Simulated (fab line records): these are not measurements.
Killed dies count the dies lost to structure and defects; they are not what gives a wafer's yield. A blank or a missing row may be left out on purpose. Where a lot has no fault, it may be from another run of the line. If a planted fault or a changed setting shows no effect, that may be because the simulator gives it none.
The tool behind it: which one? | flow n5Finfet | Sampling: 10 lots, 30 wafers, 3 of 1938 route steps

== WHAT THE GAUGES SHOWED, per wafer ==
N5_BEOL_M4_RC_MEAS_101.
lot  | measured     | on        | DIBL_N (mV/V)  | DIBL_P (mV/V)  | IOFF_N (nA/um) | IOFF_P (nA/um) | IOFF_P_85C (nA/um) | IOFF_P_LIN (nA/um) | IOFF_P_LONG (nA/um)        | ION_N (uA/um) | ION_P (uA/um) | SS_N (mV/dec)  | SS_P (mV/dec)  | VT_N (mV)   | VT_N_LVT (mV) | VT_P (mV)      | VT_P_LONG (mV)
L346 | day 8 11:33  | prober-02 | 33.6 36.4 35.8 | 34.1 37.0 36.4 | 0.14 0.18 0.17 | 0.21 0.25 0.24 | 3.6 4.2 4.0        | 0.102 0.113 0.110  | 0.000122 0.000113 0.000112 | 673 679 676   | 467 468 467   | 71.1 72.3 71.8 | 73.2 73.4 73.1 | 248 250 249 | 98 97 95      | -248 -249 -246 | -271 -274 -272
L347 | day 8 07:23  | prober-01 | 37.0 35.9 36.4 | 37.9 36.4 36.3 | 0.16 0.14 0.14 | 0.23 0.72 0.69 | 3.8 10.0 9.8       | 0.103 0.330 0.323  | 0.000104 0.000269 0.000261 | 674 669 675   | 464 510 521   | 71.5 71.1 71.3 | 73.7 73.5 73.1 | 249 251 251 | 99 134 133    | -251 -217 -217 | -278 -244 -243
L349 | day 8 14:43  | prober-01 | 36.4 38.2 37.6 | 35.8 38.6 37.2 | 0.15 0.19 0.16 | 0.22 0.26 0.24 | 3.8 4.3 4.1        | 0.106 0.119 0.114  | 0.00011 0.000118 0.000112  | 672 682 671   | 463 470 466   | 72.0 71.9 72.3 | 72.9 74.6 74.0 | 249 245 250 | 98 96 98      | -248 -246 -245 | -274 -273 -273
L360 | day 11 16:40 | prober-02 | 37.0 38.1 39.1 | 36.3 37.1 38.9 | 0.17 0.19 0.21 | 0.24 0.24 0.27 | 4.1 4.1 4.5        | 0.111 0.112 0.120  | 0.000112 0.000106 0.000105 | 677 675 686   | 463 462 465   | 71.6 72.2 72.7 | 73.4 73.7 73.8 | 249 248 248 | 97 95 93      | -248 -246 -248 | -275 -273 -275
L361 | day 11 18:43 | prober-02 | 38.3 37.4 39.3 | 38.1 36.6 38.4 | 0.17 0.15 0.17 | 0.20 0.19 0.20 | 3.6 3.3 3.6        | 0.091 0.088 0.091  | 8.6e-05 9e-05 9e-05        | 681 660 661   | 455 457 450   | 72.2 72.0 73.0 | 74.4 73.6 73.8 | 250 252 251 | 98 100 99     | -254 -255 -253 | -280 -279 -280
L363 | day 12 06:17 | prober-02 | 37.0 38.2 37.9 | 38.3 39.1 38.9 | 0.22 0.23 0.24 | 0.22 0.23 0.23 | 3.8 3.9 4.0        | 0.102 0.106 0.107  | 0.000105 0.000108 0.000106 | 705 686 683   | 462 456 458   | 72.0 72.5 72.2 | 73.2 73.7 73.6 | 243 244 240 | 90 91 89      | -251 -248 -250 | -275 -276 -277
L364 | day 12 03:55 | prober-01 | 37.3 36.3 37.3 | 36.6 35.8 36.4 | 0.16 0.15 0.17 | 0.23 0.22 0.23 | 4.1 3.9 4.0        | 0.112 0.109 0.111  | 0.000115 0.000115 0.00011  | 678 662 667   | 472 460 464   | 71.4 71.4 71.9 | 72.5 73.4 73.5 | 254 253 249 | 100 101 99    | -245 -248 -247 | -272 -273 -275
L365 | day 13 00:05 | prober-02 | 33.4 35.3 34.3 | 33.1 34.8 33.9 | 0.13 0.16 0.14 | 0.17 0.19 0.18 | 3.0 3.4 3.2        | 0.083 0.093 0.088  | 0.000106 0.000109 0.000103 | 682 677 672   | 465 462 459   | 71.4 71.3 71.9 | 72.7 73.6 73.2 | 251 247 250 | 99 98 98      | -254 -251 -252 | -276 -275 -279
L367 | day 13 10:11 | prober-02 | 36.2 37.3 37.5 | 35.1 36.3 37.0 | 0.14 0.16 0.16 | 0.17 0.18 0.20 | 3.0 3.3 3.6        | 0.082 0.088 0.094  | 9.7e-05 9.5e-05 9.6e-05    | 662 677 673   | 447 458 458   | 71.2 72.1 71.5 | 73.8 73.9 74.2 | 253 249 247 | 100 95 96     | -251 -254 -253 | -280 -279 -281
L368 | day 13 10:06 | prober-01 | 33.2 36.3 36.8 | 33.6 37.7 38.6 | 0.12 0.18 0.19 | 0.16 0.21 0.22 | 2.8 3.6 3.8        | 0.079 0.099 0.101  | 9.6e-05 0.0001 9.9e-05     | 669 678 677   | 452 461 458   | 71.2 71.9 72.1 | 72.4 74.4 74.3 | 252 248 246 | 98 94 95      | -256 -250 -253 | -275 -277 -277

== WHICH TOOL RAN EACH LOT (tool, then ch and the chambers of the sampled wafers, then the start) ==
lot  | N5_HKMG_FIN_ALD_74             | N5_BEOL_M4_ANNEAL_91
L346 | aldHk-03 ch 0,1, day 4 08:10   | pvdSputter-03, day 8 09:33
L347 | aldHk-03 ch 0,3, day 4 10:08   | pvdSputter-01, day 8 05:43
L349 | aldHk-02 ch 0,2,3, day 4 21:53 | pvdSputter-02, day 8 13:02
L360 | aldHk-01 ch 0,2,3, day 7 16:23 | pvdSputter-02, day 11 14:43
L361 | aldHk-03 ch 0,1,2, day 8 01:21 | pvdSputter-03, day 11 16:52
L363 | aldHk-03 ch 1,2,3, day 8 13:59 | pvdSputter-01, day 12 04:31
L364 | aldHk-03 ch 0,2,3, day 8 17:34 | pvdSputter-02, day 12 01:45
L365 | aldHk-01 ch 0,1,3, day 9 01:23 | pvdSputter-03, day 12 22:16
L367 | aldHk-03 ch 1,2, day 9 12:29   | pvdSputter-01, day 13 05:56
L368 | aldHk-03 ch 0,2, day 9 18:50   | pvdSputter-01, day 13 07:49
- N5_HKMG_FIN_ALD_74: deposits La2O3, target thk 0.5 nm, pulse time 6 s, co reactant pulse time 1 s.
- N5_BEOL_M4_ANNEAL_91: time 240 s.

== AS READ BY THE TOOLS THEMSELVES (means over the sampled wafers that have a number; for cases with no such wafer, the mark the record gives instead) ==
N5_HKMG_FIN_ALD_74.
lot  | tool     | heaterPowerW (W) | precursorPulseHeightRel
L346 | aldHk-03 | 348              | 1.004
L347 | aldHk-03 | 393              | 1.004
L349 | aldHk-02 | 336              | 1.016
L360 | aldHk-01 | 335              | 0.997
L361 | aldHk-03 | 351              | 1.020
L363 | aldHk-03 | 362              | 1.004
L364 | aldHk-03 | 377              | 1.001
L365 | aldHk-01 | 351              | 1.016
L367 | aldHk-03 | 351              | 1.000
L368 | aldHk-03 | 373              | 0.995

N5_BEOL_M4_ANNEAL_91.
lot  | tool          | heaterPowerW (W)
L346 | pvdSputter-03 | 869
L347 | pvdSputter-01 | 768
L349 | pvdSputter-02 | 888
L360 | pvdSputter-02 | 883
L361 | pvdSputter-03 | 872
L363 | pvdSputter-01 | 714
L364 | pvdSputter-02 | 962
L365 | pvdSputter-03 | 821
L367 | pvdSputter-01 | 859
L368 | pvdSputter-01 | 866

== THE ANSWER, worked out from the rows above alone ==
Rule: usual is defined by the lots themselves. Put in order of their means at a reading, lots are off if they are a third of the lots or fewer, leave a main group of 4 or more, and stand apart from it by a gap of 3 or more times the standard deviation of the main group's means; of several such gaps the widest counts. A main group is skipped when, at the precision printed for the reading in the tables above, its means are all equal. A lot without any number at a reading at which 4 lots or more have one is off too. Where the step has rows for the other lots, those lots are counted as sound. First the gauges in route order, then the tools' own readings, where a lot's mean is used as printed above. The first step at which some lot is off is used, and at that step the reading that is off furthest; a lot without a number counts as furthest.
Off: at N5_BEOL_M4_RC_MEAS_101 (IOFF_P_LIN), L347. Mean 0.101 nA/um and standard deviation 0.011 in the main group.
If a tool, at a process step before that reading, ran all the lots that are off and no sound lot after the first of them, it fits. The gauges at N5_BEOL_M4_RC_MEAS_101 are tried like those tools. None of those tried fits.

== WHAT WAS PUT IN BY THE SIMULATOR ==
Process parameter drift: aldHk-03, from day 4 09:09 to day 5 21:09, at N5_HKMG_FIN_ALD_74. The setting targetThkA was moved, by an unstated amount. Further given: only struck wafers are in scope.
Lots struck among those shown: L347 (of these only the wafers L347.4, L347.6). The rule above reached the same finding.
